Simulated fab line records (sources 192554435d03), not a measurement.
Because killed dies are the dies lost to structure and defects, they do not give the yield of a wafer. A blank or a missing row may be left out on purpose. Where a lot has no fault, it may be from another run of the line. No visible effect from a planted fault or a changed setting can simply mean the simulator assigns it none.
The tool behind it: which one? | flow n5_finfet | 9 lots, 27 wafers sampled, at 6 steps of a route of 1938

== WHAT THE GAUGES READ, wafer by wafer ==
N5_MOL_CONTACT_COAG_CD_MEAS_137: target cd 16 nm.
lot  | measured     | on        | cd_nm (nm)
L602 | day 5 14:43  | cd_sem-01 | 15.9 15.2 15.4
L603 | day 5 16:43  | cd_sem-01 | 16.2 15.7 16.4
L606 | day 6 13:41  | cd_sem-03 | 16.6 16.2 16.1
L613 | day 8 07:22  | cd_sem-01 | 16.7 16.1 16.1
L612 | day 8 08:28  | cd_sem-03 | 15.7 15.6 16.0
L619 | day 9 16:06  | cd_sem-03 | 15.9 16.2 16.4
L620 | day 9 20:43  | cd_sem-01 | 15.4 16.2 16.2
L623 | day 10 14:38 | cd_sem-02 | 16.1 16.6 16.2
L624 | day 11 06:48 | cd_sem-02 | 16.1 16.5 16.4

N5_MOL_CONTACT_COAG_OVL_MEAS_41.
lot  | measured     | on         | VD_OVL (nm)
L602 | day 5 15:11  | overlay-01 | 0.8 1.2 1.5
L603 | day 5 17:04  | overlay-02 | -0.4 -0.1 0.2
L606 | day 6 14:02  | overlay-01 | -0.2 -1.1 -1.5
L613 | day 8 07:51  | overlay-02 | 0.8 -0.1 -0.3
L612 | day 8 08:56  | overlay-02 | 0.3 0.0 0.3
L619 | day 9 16:28  | overlay-02 | -1.2 0.1 -0.3
L620 | day 9 21:04  | overlay-02 | -1.1 -0.5 -1.5
L623 | day 10 15:07 | overlay-02 | 0.7 0.8 1.0
L624 | day 11 07:17 | overlay-01 | -1.0 0.2 -0.8

N5_BEOL_M0_SAQP_CD_MEAS_14: target cd 42.5 nm.
lot  | measured     | on        | cd_nm (nm)
L602 | day 6 09:18  | cd_sem-01 | 42.6 42.8 42.8
L603 | day 6 09:08  | cd_sem-01 | 42.9 43.0 42.4
L606 | day 6 20:13  | cd_sem-02 | 40.7 40.4 40.5
L613 | day 8 15:01  | cd_sem-03 | 43.0 43.0 42.6
L612 | day 8 18:07  | cd_sem-02 | 41.7 41.4 41.3
L619 | day 10 00:01 | cd_sem-03 | 43.0 42.9 42.5
L620 | day 10 04:28 | cd_sem-03 | 42.0 42.0 42.7
L623 | day 11 02:23 | cd_sem-01 | 43.2 42.9 42.9
L624 | day 11 13:55 | cd_sem-01 | 42.5 42.6 42.4

N5_BEOL_M4_RC_MEAS_101.
lot  | measured     | on        | DIBL_N (mV/V)  | DIBL_P (mV/V)  | IOFF_N (nA/um) | IOFF_P (nA/um) | ION_N (uA/um) | ION_P (uA/um) | SS_N (mV/dec)  | SS_P (mV/dec)  | VT_N (mV)   | VT_P (mV)
L602 | day 8 23:19  | prober-02 | 37.5 39.7 38.2 | 37.7 40.1 38.4 | 0.16 0.20 0.17 | 0.22 0.25 0.23 | 672 676 673   | 459 464 461   | 71.8 72.6 72.1 | 74.5 74.9 74.8 | 248 248 250 | -247.8 -246.5 -249.2
L603 | day 8 18:32  | prober-01 | 36.6 36.1 38.4 | 33.7 33.6 36.9 | 0.13 0.13 0.17 | 0.17 0.18 0.22 | 661 668 687   | 458 455 471   | 71.9 70.7 72.0 | 72.1 72.0 73.1 | 251 251 245 | -253.6 -250.0 -247.1
L606 | day 9 02:56  | prober-01 | 32.9 36.0 31.2 | 33.3 36.4 31.0 | 0.11 0.15 0.10 | 0.17 0.21 0.14 | 671 682 672   | 465 468 465   | 70.6 70.7 69.7 | 72.2 73.5 72.0 | 253 249 257 | -255.8 -247.8 -254.7
L613 | day 11 17:28 | prober-01 | 38.3 39.4 38.6 | 36.8 37.8 37.5 | 0.19 0.24 0.21 | 0.25 0.27 0.27 | 684 693 680   | 464 465 462   | 71.7 72.8 72.3 | 74.4 74.5 74.3 | 245 243 247 | -248.6 -247.5 -247.8
L612 | day 11 20:26 | prober-02 | 36.6 37.1 34.2 | 37.2 38.2 34.3 | 0.17 0.18 0.12 | 0.23 0.26 0.18 | 676 684 663   | 463 472 460   | 71.1 71.7 70.6 | 73.9 74.3 72.4 | 250 246 255 | -246.2 -246.0 -249.6
L619 | day 12 10:17 | prober-02 | 35.3 35.1 36.7 | 33.9 33.6 35.6 | 0.13 0.13 0.15 | 0.20 0.19 0.23 | 667 671 679   | 463 464 470   | 70.7 70.4 71.5 | 72.7 72.4 73.3 | 253 252 249 | -247.5 -250.6 -247.3
L620 | day 13 08:45 | prober-02 | 36.0 32.4 38.2 | 36.4 33.5 40.1 | 0.16 0.12 0.22 | 0.20 0.16 0.26 | 654 668 693   | 452 463 474   | 72.2 70.2 72.2 | 73.7 72.5 73.2 | 251 250 244 | -253.1 -252.6 -248.4
L623 | day 13 21:25 | prober-01 | 38.1 37.5 37.7 | 41.2 39.5 39.4 | 0.24 0.21 0.21 | 0.30 0.26 0.26 | 691 684 661   | 474 467 449   | 72.1 71.8 72.3 | 73.9 74.3 74.0 | 243 248 247 | -243.0 -246.6 -245.4
L624 | day 14 20:04 | prober-01 | 38.1 39.1 38.8 | 40.2 40.6 41.3 | 0.19 0.22 0.21 | 0.21 0.23 0.23 | 671 682 675   | 457 457 456   | 71.6 72.8 72.4 | 75.2 74.2 74.7 | 249 246 248 | -250.8 -251.5 -248.9

== WHICH TOOL RAN EACH LOT (tool, then ch and the chambers of the sampled wafers, then the start) ==
lot  | N5_MOL_CONTACT_COAG_VIA_ETCH_117   | N5_BEOL_M0_SAQP_EXPOSE_11
L602 | rie_diel-05 ch 0,3, day 5 15:47    | arfi_scanner-02 ch 0, day 6 09:10
L603 | rie_diel-05 ch 0,3, day 5 17:42    | arfi_scanner-01 ch 0, day 6 09:01
L606 | rie_diel-06 ch 0,2,3, day 6 14:36  | arfi_scanner-01 ch 0, day 6 20:05
L613 | rie_diel-05 ch 0,3, day 8 08:32    | arfi_scanner-03 ch 0, day 8 14:53
L612 | rie_diel-06 ch 2,3, day 8 10:50    | arfi_scanner-01 ch 0, day 8 18:00
L619 | rie_diel-01 ch 2, day 9 17:28      | arfi_scanner-02 ch 0, day 9 23:53
L620 | rie_diel-05 ch 0,2,3, day 9 22:35  | arfi_scanner-03 ch 0, day 10 04:21
L623 | rie_diel-05 ch 0,1,3, day 10 17:34 | arfi_scanner-02 ch 0, day 11 02:16
L624 | rie_diel-06 ch 0,1, day 11 07:51   | arfi_scanner-02 ch 0, day 11 13:48
- N5_MOL_CONTACT_COAG_VIA_ETCH_117: etches SiO2 in C4F6/O2, target depth 40 nm, overetch 8 nm, time 26 s.
- N5_BEOL_M0_SAQP_EXPOSE_11: exposes mask M0 CORE, target cd 42 nm.

== WHAT THE TOOLS THEMSELVES READ (means of the sampled wafers that have a number; where no wafer has one, the mark that the record gives instead) ==
N5_MOL_CONTACT_COAG_VIA_ETCH_117.
lot  | tool        | chamber_pressure_mTorr (mTorr) | drypump_motor_current_A (A) | oes_product_au (a.u.) | rf_vpp_V (V) | showerhead_plenum_p_Torr (Torr) | throttle_valve_pct (%)
L602 | rie_diel-05 | 10.004                         | 5.8                         | 0.65                  | 1590         | 2.84                            | 40.9
L603 | rie_diel-05 | 10.001                         | 6.2                         | 0.66                  | 1566         | 2.78                            | 41.3
L606 | rie_diel-06 | 10.001                         | 5.5                         | 0.71                  | 1565         | 2.74                            | 40.9
L613 | rie_diel-05 | 10.005                         | 6.2                         | 0.64                  | 1565         | 2.77                            | 41.3
L612 | rie_diel-06 | 9.999                          | 5.1                         | 0.73                  | 1586         | 2.75                            | 40.8
L619 | rie_diel-01 | 9.998                          | 6.7                         | 0.68                  | 1592         | 2.82                            | 40.6
L620 | rie_diel-05 | 9.999                          | 5.9                         | 0.64                  | 1579         | 2.81                            | 41.2
L623 | rie_diel-05 | 9.997                          | 6.0                         | 0.66                  | 1578         | 2.78                            | 41.1
L624 | rie_diel-06 | 9.997                          | 6.2                         | 0.71                  | 1549         | 2.77                            | 40.9

N5_BEOL_M0_SAQP_EXPOSE_11.
lot  | tool            | exposure_dose_mJ_cm2 | reticle_temp_C (C)
L602 | arfi_scanner-02 | 54.97                | 23.05
L603 | arfi_scanner-01 | 54.94                | 23.08
L606 | arfi_scanner-01 | 58.54                | 22.94
L613 | arfi_scanner-03 | 55.11                | 23.11
L612 | arfi_scanner-01 | 57.83                | 23.10
L619 | arfi_scanner-02 | 55.08                | 22.99
L620 | arfi_scanner-03 | 55.00                | 22.94
L623 | arfi_scanner-02 | 54.97                | 23.08
L624 | arfi_scanner-02 | 55.00                | 22.86

== THE ANSWER, worked out from the rows above alone ==
Rule: the usual values come from the lots themselves. Put in order of their means at a reading, lots are off if they are a third of the lots or fewer, leave a main group of 4 or more, and stand apart from it by a gap of 3 or more times the standard deviation of the main group's means; of several such gaps the widest counts. The tables above print the reading to a certain number of digits; a main group whose means all agree to those digits is not used. A lot without any number at a reading at which 4 lots or more have one is off too. Any other lot the step has rows for is counted as sound. The gauges are gone through in route order, then the tools' own readings, and for those a lot's mean is taken as printed above. The first step at which some lot is off is used, and at that step the reading that is off furthest; a lot without a number counts as furthest.
Off, at N5_BEOL_M0_SAQP_CD_MEAS_14 on cd_nm: L606, L612. The main group has a mean of 42.7 nm with a standard deviation of 0.24.
A tool fits if, at a process step before that reading, it ran every lot that is off, and no sound lot after the first of them. Not tried: the gauges at N5_BEOL_M0_SAQP_CD_MEAS_14; whatever is off there is also off at N5_BEOL_M0_SAQP_EXPOSE_11, on other tools, and gauge error can't account for it. One fits: N5_BEOL_M0_SAQP_EXPOSE_11 on arfi_scanner-01. A fault onset in the window from L603 (day 6 09:01, its last sound lot) to L606 (day 6 20:05, its first lot off) fits.
On the lots that are off, the tool's own readings at N5_BEOL_M0_SAQP_EXPOSE_11 differ by more than 5 times the standard deviation of the sound lots' means, which bears it out; exposure_dose_mJ_cm2 reads 58.19 there versus 55.01 on the sound lots.

== WHAT THE SIMULATOR HAD PUT IN ==
Drift in process parameters on arfi_scanner-01 at N5_BEOL_M0_SAQP_EXPOSE_11, starting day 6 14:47. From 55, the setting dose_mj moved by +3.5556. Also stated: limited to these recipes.
Struck lots among those shown: L606, L612. The rule given above showed the same thing.
